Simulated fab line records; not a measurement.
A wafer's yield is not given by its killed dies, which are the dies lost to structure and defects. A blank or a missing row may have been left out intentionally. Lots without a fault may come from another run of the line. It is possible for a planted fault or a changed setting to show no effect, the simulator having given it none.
Chamber matching | flow n5 finfet | N5_BEOL_M2_STRIP_36 on rie diel-02 has 4 sister chambers
The step strips in N2/H2. 4 wafers are shown with their chamber, then 7 later ones without.

## EACH WAFER AND ITS CHAMBER
wafer  | chamber | drypump motor current A (A)
L077.1 | 3       | 5.8
L080.5 | 2       | 5.9
L081.1 | 0       | 6.4
L081.2 | 1       | 6.6

## WAFERS WITH NO CHAMBER GIVEN
wafer  | drypump motor current A (A)
L081.5 | 6.4
L085.2 | 5.9
L085.4 | 6.5
L085.6 | 5.9
L095.2 | 5.9
L095.3 | 5.8
L095.4 | 6.5

## WHICH CHAMBER EACH WENT THROUGH
wafer  | from the rows above     | in truth
L081.5 | 0                       | 0
L085.2 | can't be placed: 2 or 3 | 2
L085.4 | can't be placed: 0 or 1 | 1
L085.6 | can't be placed: 2 or 3 | 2
L095.2 | can't be placed: 2 or 3 | 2
L095.3 | can't be placed: 3 or 2 | 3
L095.4 | can't be placed: 0 or 1 | 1
1 of 7 placed correctly. Unplaceable from these rows: 6, with the true chamber sitting among the candidates in 6. Placed wrongly: 0.
How it was worked out, from the rows above alone: a wafer's distance from a chamber is the root of the sum, over the readings, of the square of ((its reading less the chamber's mean) divided by the reading's scatter). The wafer belongs to the nearest chamber; if the next one is less than 2 further off, it can't be placed. Each chamber's mean is taken over the wafers shown for it. The scatter (one wafer shown for each chamber): square how far every hidden wafer sits from the nearest shown wafer, average those squares and take the square root.
